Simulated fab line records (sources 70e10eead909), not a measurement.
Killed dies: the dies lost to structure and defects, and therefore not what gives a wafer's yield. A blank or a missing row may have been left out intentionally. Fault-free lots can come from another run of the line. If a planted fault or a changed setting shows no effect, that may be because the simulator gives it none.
Matching of chambers ; flow nand_harc ; NHARC_P_STI_CMP_21 on cmp-03 has 4 sister chambers
The step polishes, t overpolish 20 s, target thk 380.67 nm. 8 wafers are shown with their chamber, then 8 later ones without.

WAFERS PAIRED WITH THEIR CHAMBERS
wafer;chamber;motor_current_A (A);overpolish_run_s (s)
L812.2;0;13.0;19.990
L812.3;1;12.1;19.982
L812.5;1;12.2;20.001
L813.4;3;11.8;20.001
L814.2;2;13.1;20.001
L814.5;2;13.6;20.003
L814.6;3;11.6;19.991
L816.1;0;13.2;19.997

WAFERS MISSING THEIR CHAMBER
wafer;motor_current_A (A);overpolish_run_s (s)
L816.3;12.2;20.008
L816.6;12.4;20.008
L821.1;13.0;20.006
L821.2;11.8;19.999
L821.5;11.5;19.999
L822.1;11.8;19.984
L822.3;13.1;20.005
L822.4;13.3;20.003

WHICH CHAMBER EACH WENT THROUGH
wafer;from the rows above;in truth
L816.3;can't be placed: 1 or 3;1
L816.6;can't be placed: 1 or 3 or 0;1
L821.1;can't be placed: 0 or 2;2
L821.2;can't be placed: 3 or 1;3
L821.5;3;3
L822.1;can't be placed: 3 or 1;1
L822.3;can't be placed: 2 or 0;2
L822.4;can't be placed: 2 or 0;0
Placed correctly: 1 of 8. From these rows, 7 cannot be placed; in 7 the true chamber is one of the candidates. Wrongly placed: 0.
How it was worked out, from the rows above alone: a wafer's distance from a chamber is the root of the sum, over the readings, of the square of ((its reading less the chamber's mean) divided by the reading's scatter). If the next closest chamber is less than 2 further off than the closest, the wafer can't be placed; otherwise it belongs to the closest. Each chamber's mean is taken over the wafers shown for it. The scatter: the root of (the sum of the squares of (reading less its chamber's mean) over the shown wafers, divided by (wafers less chambers)).
